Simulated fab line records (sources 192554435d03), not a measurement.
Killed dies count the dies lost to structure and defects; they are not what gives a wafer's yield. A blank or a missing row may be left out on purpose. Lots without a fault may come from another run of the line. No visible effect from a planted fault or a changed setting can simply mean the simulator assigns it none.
Matching of chambers -- flow n5Finfet -- rieDiel-03 running N5_BEOL_M7_ETCH_66: 4 sister chambers
The step etches SOC in N2/H2, target depth 80 nm, overetch 16 nm, time 120 s. 4 wafers are shown with their chamber, then 11 later ones without.

== EACH WAFER AND ITS CHAMBER ==
wafer,chamber,showerheadPlenumPTorr (Torr)
L082.6,3,2.61
L083.5,1,2.49
L083.6,2,2.50
L088.1,0,2.53

== WAFERS WITH NO CHAMBER GIVEN ==
wafer,showerheadPlenumPTorr (Torr)
L088.2,2.48
L088.3,2.60
L090.1,2.48
L090.3,2.60
L090.5,2.60
L095.1,2.52
L095.2,2.48
L095.4,2.60
L097.2,2.52
L097.4,2.47
L097.5,2.49

== CHAMBER TAKEN BY EACH ==
wafer,from the rows above,in truth
L088.2,can't be placed: 1 or 2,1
L088.3,3,3
L090.1,can't be placed: 1 or 2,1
L090.3,3,3
L090.5,3,3
L095.1,can't be placed: 0 or 2 or 1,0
L095.2,can't be placed: 1 or 2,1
L095.4,3,3
L097.2,can't be placed: 0 or 2 or 1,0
L097.4,can't be placed: 1 or 2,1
L097.5,can't be placed: 1 or 2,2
4 of 11 placed correctly. Can't be placed from these rows: 7 (the true chamber is among the candidates in 7). 0 placed wrongly.
How it was worked out, from the rows above alone: a wafer's distance from a chamber is the root of the sum, over the readings, of the square of ((its reading less the chamber's mean) divided by the reading's scatter). The wafer belongs to the nearest chamber; if the next one is less than 2 further off, it can't be placed. Each chamber's mean is taken over the wafers shown for it. The scatter (one wafer shown for each chamber): square how far every hidden wafer sits from the nearest shown wafer, average those squares and take the square root.
